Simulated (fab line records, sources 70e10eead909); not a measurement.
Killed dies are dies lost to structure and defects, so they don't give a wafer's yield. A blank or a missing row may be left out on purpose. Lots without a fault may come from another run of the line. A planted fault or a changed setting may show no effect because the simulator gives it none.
fab line records | flow nand_harc
record lots=5 wafers=15 last_day=32
route steps=1302 shown A_CHANNEL_FILL_D1@508 A_DECK1_JOINT@518 A_ONON_D2@545 END@1302
lots that met no fault: from a run of the same line without faults
start_h: hours from the record's first day to the start of the lot's first wafer shown | wait_h: hours since the lot's step before | " the same as in the row above | L1.1+2: a row that stands for several wafers | - no value, or no start given | * or withheld: withheld | < > ~ a bound
route shown NAME@n: a module of which the file shows steps, and the number in the route of the first | usual: mean/standard deviation of fault-free wafers | same: alike in all rows | chamber/n: place in a boat | sites: the reading at each site | _std_site: their standard deviation | _edge_site: outer sites' mean less inner sites' | radius_mm: how far each site lies from the wafer's centre | mask NAME#n: copy n | behind: the tool/chamber that last shaped the wafer | hold: why the lot was held/for how many hours/how that ended | device: the transistor (n, p or np) that didn't switch | end of line: the same wafers' tests at the end of the route | a step without rows: its recipe alone | killed: dies lost to structure and defects at the first sort, not the wafer's yield | map: a wafer's dies, x killed, . not, _ none there
set.NAME: the setting as run; set.NAME@STEP: as run at that earlier step | model.NAME: the simulator's own value behind a step, which no gauge read
lots at some steps of the route; a table a step, a row a wafer
services: from which hour (start_h, from the record's first day; less than 0 if before it) a tool's chamber was out of use, for how many hours, and why
## steps
# step NHARC_A_CHANNEL_FILL_D1_ETCHBACK_08
# recipe target_depth_a=2200 time_s=110 c4f8_flow_sccm=20 ar_flow_sccm=withheld rf_w=600 bias_w=300 chemistry=C4F8
# usual oes_product_au=0.97/0.035 rf_vpp_V=440.3/2.6
# same time_s=110
# columns lot.wafer tool chamber start_h wait_h oes_product_au rf_hours_counter_h rf_vpp_V
L275.2 rie_diel-13 3 - - 1.00 3.3 437.2
L275.4 " 1 " " 1.01 - 437.0
L275.6 " 3 " " 0.99 - 437.3
L280.3 rie_diel-05 1 - - 0.97 3.3 444.6
L280.4 " 3 " " 0.97 4.0 435.6
L280.5 " 1 " " 0.97 - 443.7
L283.3 rie_diel-13 0 - - 0.92 6.7 440.9
L283.4 " 1 " " 0.93 8.3 438.5
L283.5 " 1 " " 0.93 - 438.7
L284.1 rie_diel-05 1 - - 0.98 5.4 444.3
L284.4 " 2 " " 1.00 6.1 438.2
L284.5 " 2 " " 0.99 - 439.2
L295.3 rie_diel-10 3 - - 1.00 0.1 441.9
L295.4 " 0 " " 1.00 0.1 440.2
L295.6 " 3 " " 1.00 - 441.1
# step NHARC_A_CHANNEL_FILL_D1_STRIP_29
# recipe time_s=20 o2_flow_sccm=500 ar_flow_sccm=0 bias_w=0 chemistry=O2
# usual drypump_motor_current_A=5.8/0.6 oes_product_au=0.999/0.0075 rf_vpp_V=57.8/0.87 showerhead_plenum_p_Torr=3.49/0.13 throttle_valve_pct=17.036/0.0095
# same time_s=20
# columns lot.wafer tool chamber start_h wait_h drypump_motor_current_A oes_product_au rf_hours_counter_h rf_vpp_V showerhead_plenum_p_Torr throttle_valve_pct
L275.2 rie_diel-13 0 247.52 0.6 6.4 0.986 2.7 57.8 3.41 17.040
L275.4 " 2 " " 5.4 1.002 3.4 57.4 3.58 17.043
L275.6 " 0 " " 6.5 0.998 - 58.3 3.41 17.029
L280.4 rie_diel-05 2 - - 5.1 0.993 3.5 58.1 3.43 17.029
L280.3 " 0 " " 5.5 1.002 4.0 58.3 3.75 17.018
L280.5 " 2 " " 5.1 0.995 - 58.4 3.43 17.037
L283.4 rie_diel-13 0 - - 6.5 0.993 6.8 56.3 3.41 17.041
L283.3 " 1 " " 5.0 0.991 8.3 56.7 3.37 17.041
L283.5 " 1 " " 5.0 1.001 - 57.7 3.37 17.023
L284.1 rie_diel-05 2 - - 5.1 1.006 6.2 57.8 3.43 17.049
L284.4 " 1 " " 5.1 0.989 5.5 59.1 3.75 17.031
L284.5 " 3 " " 5.2 0.983 - 57.1 3.39 17.032
L295.4 rie_diel-10 2 - - 6.0 0.998 0.1 57.2 3.63 17.046
L295.3 " 3 " " 6.6 1.009 0.2 59.4 3.58 17.038
L295.6 " 2 " " 6.0 1.004 - 57.8 3.63 17.049
# step NHARC_A_CHANNEL_FILL_D1_PRECLEAN_30
# recipe time_s=30 chemistry=dHF
# step NHARC_A_CHANNEL_FILL_D1_SRD_31
# step NHARC_A_CHANNEL_FILL_D1_CVD_09
# recipe target_thk_a=1500 temp_c=620 pressure_mtorr=200 time_s=3000 material=poly-Si
# step NHARC_A_CHANNEL_FILL_D1_CMP_10
# recipe target_thk_nm=150
# step NHARC_A_CHANNEL_FILL_D1_SRD_12
# step NHARC_A_CHANNEL_FILL_D1_INSPECT_13
# usual raw_defect_count=333/130
# columns lot.wafer tool chamber start_h wait_h raw_defect_count
L275.2 defect_inspect-01 - 253.10 0.0 405
L275.4 " - " " 463
L275.6 " - " " 356
L280.3 defect_inspect-02 - 301.90 0.0 289
L280.4 " - " " 474
L280.5 " - " " 348
L283.3 defect_inspect-02 - 323.81 0.0 442
L283.4 " - " " 225
L283.5 " - " " 637
L284.1 defect_inspect-01 - 340.19 0.0 185
L284.4 " - " " 295
L284.5 " - " " 116
L295.3 defect_inspect-02 - 443.09 0.0 465
L295.4 " - " " 351
L295.6 " - " " 301
# step NHARC_A_DECK1_JOINT_ETCHBACK_07
# recipe target_depth_a=1050 time_s=26.9 hbr_flow_sccm=150 rf_w=350 icp_w=350 bias_w=60 chemistry=HBr
# step NHARC_A_DECK1_JOINT_ETCH_25
# recipe target_depth_a=5 chemistry=dHF material=SiO2
# step NHARC_A_DECK1_JOINT_ETCH_19
# recipe temp_c=25 target_depth_a=30 chemistry=TMAH material=poly-Si
# usual temp_c=24.99/0.1
# columns lot.wafer tool chamber start_h wait_h temp_c
L275.6 wet_bench-06 1 253.34 0.0 25.02
L275.4 " 3 " " 24.90
L275.2 " 4 " " 24.94
L280.5 wet_bench-02 3 302.15 0.0 24.88
L280.4 " 4 " " 25.00
L280.3 " 6 " " 24.78
L283.5 wet_bench-02 5 324.07 0.0 24.94
L283.3 " 6 " " 25.01
L283.4 " 7 " " 25.01
L284.4 wet_bench-04 7 340.45 0.0 24.99
L284.5 " 1 " " 24.91
L284.1 " 2 " " 24.97
L295.3 wet_bench-02 4 443.33 0.0 24.95
L295.6 " 5 " " 24.86
L295.4 " 0 " " 25.03
# step NHARC_A_DECK1_JOINT_ETCH_18
# recipe target_depth_a=30 chemistry=dHF material=SiO2
# step NHARC_A_DECK1_JOINT_WET_08
# recipe temp_c=160 time_s=86 chemistry=H3PO4
# step NHARC_A_DECK1_JOINT_ETCH_09
# recipe target_depth_a=50 chemistry=dHF material=SiO2
# step NHARC_A_DECK1_JOINT_WET_10
# recipe temp_c=160 time_s=86 chemistry=H3PO4
# step NHARC_A_DECK1_JOINT_ETCH_11
# recipe target_depth_a=350 chemistry=dHF material=SiO2
# step NHARC_A_DECK1_JOINT_CVD_12
# recipe target_thk_a=900 temp_c=620 pressure_mtorr=200 time_s=1800 material=poly-Si
# step NHARC_A_DECK1_JOINT_CMP_13
# recipe target_thk_nm=51.023
# step NHARC_A_DECK1_JOINT_THK_MEAS_14
# recipe thk_meas_gauge=ellipsometry
# usual thk_nm=51.1/1.4
# columns lot.wafer tool chamber start_h wait_h thk_nm
L275.2 film_metro-02 - 263.74 0.2 49.9
L275.4 " - " " 52.5
L275.6 " - " " 52.1
L280.3 film_metro-02 - 312.53 0.2 52.3
L280.4 " - " " 52.1
L280.5 " - " " 50.6
L283.3 film_metro-01 - 334.40 0.2 48.4
L283.4 " - " " 52.1
L283.5 " - " " 50.5
L284.1 film_metro-02 - 354.34 0.2 52.2
L284.4 " - " " 49.5
L284.5 " - " " 51.0
L295.3 film_metro-01 - 453.70 0.2 50.0
L295.4 " - " " 49.3
L295.6 " - " " 50.3
# step NHARC_A_DECK1_JOINT_SRD_04
# step NHARC_A_DECK1_JOINT_ETCHBACK_00
# recipe target_depth_a=300 time_s=17.4 hbr_flow_sccm=150 rf_w=350 icp_w=350 bias_w=60 chemistry=HBr
# usual drypump_motor_current_A=5.6/0.43 oes_product_au=1.003/0.0071 throttle_valve_pct=23.266/0.01
# same time_s=17.4
# columns lot.wafer tool chamber start_h wait_h drypump_motor_current_A oes_product_au rf_hours_counter_h throttle_valve_pct
L275.4 rie_si-04 1 263.88 0.1 4.8 1.017 0.8 23.253
L275.2 " 2 " " 5.8 1.013 0.8 23.259
L275.6 " 0 " " 5.9 1.013 - 23.254
L280.3 rie_si-04 1 312.68 0.1 4.8 1.005 1.1 23.282
L280.4 " 2 " " 5.9 0.997 1.1 23.262
L280.5 " 0 " " 5.9 0.990 - 23.269
L283.3 rie_si-04 1 334.54 0.1 4.8 1.007 1.3 23.259
L283.4 " 2 " " 5.9 0.998 1.2 23.272
L283.5 " 0 " " 5.9 0.998 - 23.278
L284.1 rie_si-05 3 354.48 0.1 5.4 0.995 0.2 23.257
L284.4 " 0 " " 5.5 0.999 0.2 23.283
L284.5 " 3 " " 5.4 1.004 - 23.254
L295.3 rie_si-04 0 453.84 0.1 5.9 1.002 0.6 23.253
L295.4 " 1 " " 4.8 1.004 0.6 23.286
L295.6 " 0 " " 5.9 1.006 - 23.270
# step NHARC_A_DECK1_JOINT_PRECLEAN_30
# recipe time_s=* temp_c=50 bath_age_min=0 chemistry=SC1
# step NHARC_A_DECK1_JOINT_SRD_31
# step NHARC_A_DECK1_JOINT_CVD_34
# recipe target_thk_a=200 temp_c=700 pressure_mtorr=300 material=SiNx
# step NHARC_A_DECK1_JOINT_DEP_06
# recipe target_thk_a=800 temp_c=65 material=SiOx
# step NHARC_A_DECK1_JOINT_CURE_26
# recipe temp_c=150 time_s=32 pressure_atm=0.395
# step NHARC_A_DECK1_JOINT_ANNEAL_27
# recipe temp_c=400 time_s=3600 idle_temp_c=300 ramp_up_c_per_min=10 densification_p_h2o_torr=640
# step NHARC_A_DECK1_JOINT_ANNEAL_28
# recipe temp_c=500 time_s=1800 idle_temp_c=400 ramp_up_c_per_min=10 densification_p_h2o_torr=640
# step NHARC_A_DECK1_JOINT_ANNEAL_29
# recipe temp_c=750 time_s=1800 idle_temp_c=500 ramp_up_c_per_min=10 ramp_down_c_per_min=3
# step NHARC_A_DECK1_JOINT_CMP_02
# recipe material=SiOx
# usual edge_zone_pressure_frac=1.000/0.0049 motor_current_A=12.3/1.3
# columns lot.wafer tool chamber start_h wait_h edge_zone_pressure_frac motor_current_A
L275.4 cmp-01 0 287.75 0.4 1.000 12.3
L275.2 " 2 " " 1.007 13.6
L275.6 " 0 " " 1.004 12.9
L280.4 cmp-03 1 336.80 0.4 1.004 12.2
L280.3 " 3 " " 1.005 10.7
L280.5 " 1 " " 0.997 11.2
L283.3 cmp-03 3 357.65 0.4 0.995 10.9
L283.4 " 2 " " 0.999 15.3
L283.5 " 0 " " 1.004 11.6
L284.1 cmp-03 0 382.65 0.4 0.999 12.9
L284.4 " 1 " " 0.991 10.7
L284.5 " 0 " " 0.992 13.0
L295.3 cmp-03 3 476.95 0.4 0.999 10.8
L295.4 " 1 " " 0.992 11.9
L295.6 " 3 " " 0.993 11.4
# step NHARC_A_DECK1_JOINT_SRD_15
# step NHARC_A_DECK1_JOINT_DEP_16
# recipe target_thk_a=450 temp_c=400 pressure_torr=6.5 rf_w=900 teos_flow_sccm=161.4 flow_sccm=2650 target_thk_nm=45 gas=O2 material=SiO2
# usual heater_power_w=534/65 throttle_valve_pct=15.7/0.81
# columns lot.wafer tool chamber start_h wait_h heater_power_w throttle_valve_pct
L275.2 pecvd-01 1 288.14 0.1 561 16.8
L275.6 " 0 " " 672 16.8
L275.4 " 1 " " 556 16.6
L280.3 pecvd-01 2 337.43 0.3 467 16.3
L280.4 " 0 " " 704 16.7
L280.5 " 2 " " 468 16.6
L283.3 pecvd-03 1 358.06 0.1 569 15.9
L283.4 " 1 " " 577 16.1
L283.5 " 2 " " 556 15.7
L284.1 pecvd-03 0 383.07 0.1 522 16.5
L284.5 " 0 " " 531 16.3
L284.4 " 1 " " 510 15.5
L295.3 pecvd-02 1 477.31 0.1 426 15.0
L295.4 " 1 " " 431 15.0
L295.6 " 0 " " 523 16.5
# step NHARC_A_DECK1_JOINT_THK_MEAS_17
# recipe thk_meas_gauge=ellipsometry
# usual thk_nm=45.0/1.3
# columns lot.wafer tool chamber start_h wait_h thk_nm
L275.2 film_metro-02 - 288.40 0.2 43.5
L275.4 " - " " 47.0
L275.6 " - " " 45.3
L280.3 film_metro-01 - 337.66 0.2 44.8
L280.4 " - " " 44.7
L280.5 " - " " 44.1
L283.3 film_metro-02 - 358.32 0.2 44.2
L283.4 " - " " 46.2
L283.5 " - " " 44.2
L284.1 film_metro-01 - 383.32 0.2 45.7
L284.4 " - " " 45.2
L284.5 " - " " 45.3
L295.3 film_metro-02 - 477.59 0.3 44.9
L295.4 " - " " 46.9
L295.6 " - " " 44.5
# step NHARC_A_ONON_D2_DEP_00
# recipe target_thk_a=10000 n2_flow_sccm=2750 n2o_flow_sccm=2000 nh3_flow_sccm=500 sih4_flow_sccm=210 temp_c=400
# step NHARC_A_ONON_D2_THK_MEAS_02
# recipe thk_meas_gauge=ellipsometry
# usual thk_nm=1002/8.9
# columns lot.wafer tool chamber start_h wait_h thk_nm
L275.2 film_metro-01 - 289.01 - 1004
L275.4 " - " " 1007
L275.6 " - " " 1006
L280.3 film_metro-01 - 338.27 - 1009
L280.4 " - " " 1013
L280.5 " - " " 1011
L283.3 film_metro-01 - 358.94 - 1013
L283.4 " - " " 1011
L283.5 " - " " 1011
L284.1 film_metro-01 - 383.93 - 1004
L284.4 " - " " 1001
L284.5 " - " " 1003
L295.3 film_metro-01 - 478.21 - 995
L295.4 " - " " 994
L295.6 " - " " 993
# step NHARC_A_ONON_D2_DEP_03
# recipe target_thk_a=10000 n2_flow_sccm=2750 n2o_flow_sccm=2000 nh3_flow_sccm=500 sih4_flow_sccm=210 temp_c=400
# step NHARC_A_ONON_D2_THK_MEAS_05
# recipe thk_meas_gauge=ellipsometry
# usual thk_nm=1000/9.3
# columns lot.wafer tool chamber start_h wait_h thk_nm
L275.2 film_metro-02 - 289.58 - 1015
L275.4 " - " " 1015
L275.6 " - " " 1016
L280.3 film_metro-01 - 338.86 - 999
L280.4 " - " " 995
L280.5 " - " " 997
L283.3 film_metro-01 - 359.50 - 994
L283.4 " - " " 993
L283.5 " - " " 992
L284.1 film_metro-01 - 384.50 - 994
L284.4 " - " " 995
L284.5 " - " " 995
L295.3 film_metro-01 - 478.77 - 1004
L295.4 " - " " 1004
L295.6 " - " " 1001
# step NHARC_A_ONON_D2_DEP_06
# recipe target_thk_a=10000 n2_flow_sccm=2750 n2o_flow_sccm=2000 nh3_flow_sccm=500 sih4_flow_sccm=210 temp_c=400
# step NHARC_END_SORT_01
# recipe temp_c=25
# usual killed_at_array=61/23 killed_at_other=1.3/1.4 killed_at_periphery=4.0/2.6 killed_dies=66/22 killed_open=3.4/1.8 killed_short=2.3/1.4
# same gross_dies=677
# columns lot.wafer tool chamber start_h wait_h killed_at_array killed_at_other killed_at_periphery killed_dies killed_open killed_short
L295.3 prober-01 0 773.12 3.1 145 3 0 148 6 3
# killed by level:class
L295.3 A_DECK1_JOINT:unspecified=92 A_CHANNEL_HOLE_D2:chamber_film_flake=19 A_CHANNEL_HOLE_D1:chamber_film_flake=12 A_SLIT:chamber_film_flake=5 A_CONTACT:chamber_film_flake=4 A_M1:chamber_film_flake=4 THIN_TSV:chamber_film_flake=3 A_STAIRCASE:geometric_particle:open=2
# map L295.3 (x killed, . not)
____________x____________
_________......._________
_______......x...._______
______....x........______
_____.....xx..x..xx._____
____.....x.xxxxxx....____
____...x..xxxxx..xx..____
___..xxxx.xxxxxx......___
___x..xxx..x.xxx......___
__.xxxxxxx..xx.........__
__.xxxxxxxx.xxx........__
_.x.xxxxxxxxx.x........._
_..xxxxxxxx....x........_
_...xxxxxxxx............_
_..xxxxxxxx......x......_
_.xxxxxxxxx............._
.x.xxxxxxxx..x..x........
....xxxxxxx..............
....xxxxxxx.........x....
........x.x..............
.....x...................
_...............x......._
_......................._
_......................._
_.............x........._
_......................._
__.....................__
__.....................__
___........x..........___
___................x..___
____.........x...x...____
____x........x.......____
_____............x.._____
______.........x...______
_______..........._______
_________x....x._________
____________.____________
# map L283.3 (x killed, . not)
____________.____________
_________......._________
_______..........._______
______.........x...______
_____......x........_____
____.....x...x.......____
____x....x...x.......____
___..x...x.x..........___
___.....xxxxxx...x....___
__..x.......x..........__
__........x.x..........__
_........x.............._
_..........xx..........._
_.x....................._
_......................._
_......................._
.........................
.......................x.
..................x......
.........................
...................x.....
_......................._
_......................._
_...............x.x.x..._
_................x......_
_.....................x._
__............x..x...x.__
__.....................__
___...........x.......___
___...................___
____.............x...____
____.................____
_____..........x...._____
______.............______
_______..........._______
_________......._________
____________.____________
## services
# columns tool chamber start_h hours kind
rie_diel-05 0 228.18 3.8 repair
cmp-03 - 229.11 0.7 repair
rie_diel-05 - 229.60 9.0 pm
rie_diel-13 0 242.54 4.3 repair
wet_bench-02 - 244.00 8.0 pm
cmp-03 - 252.05 40.1 repair
rie_diel-05 3 275.80 6.0 repair
rie_diel-13 0 288.67 14.8 repair
rie_diel-13 2 300.44 9.4 repair
rie_diel-13 - 329.93 0.3 repair
rie_si-04 - 342.00 9.0 pm
rie_diel-13 - 342.02 9.0 pm
rie_diel-05 3 358.76 5.3 repair
cmp-03 - 371.51 2.4 repair
wet_bench-02 - 388.31 2.4 repair
cmp-03 - 390.28 4.0 pm
rie_si-04 0 391.78 5.4 repair
rie_diel-05 - 406.60 9.0 pm
wet_bench-02 - 420.00 8.0 pm
cmp-03 - 456.90 2.2 repair
rie_diel-13 3 467.93 1.9 repair
rie_diel-05 2 470.16 2.5 repair
rie_diel-13 3 475.17 6.2 repair
rie_diel-05 0 476.92 8.5 repair
## key
first_sign step=NHARC_END_SORT_01 reading=killed_at_array direction=up sigmas=3.7 usual=61 struck=145
effect step=NHARC_END_SORT_01 reading=killed_dies direction=up sigmas=3.7 usual=66 struck=148
more_kills_born_at NHARC_A_DECK1_JOINT_ETCH_19@wet_bench-02=92
met_at NHARC_A_DECK1_JOINT_ETCH_19
struck_wafers L295.3
tester_left_out L295
onset_between 302.15 443.33
fault kind=chamber_particle_source tool=wet_bench-02 chamber=4 onset_h=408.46 steps=NHARC_A_DECK1_JOINT_ETCH_19 rate_per_visit_cm2=1.1646 end_h=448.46
# tester_left_out: of these lots the tester's yield and bins aren't shown, on N5 and GAA mostly nor the transistor test; their killed dies are dies lost to structure and defects alone, not to doping, threshold or leakage, so they don't give the yield
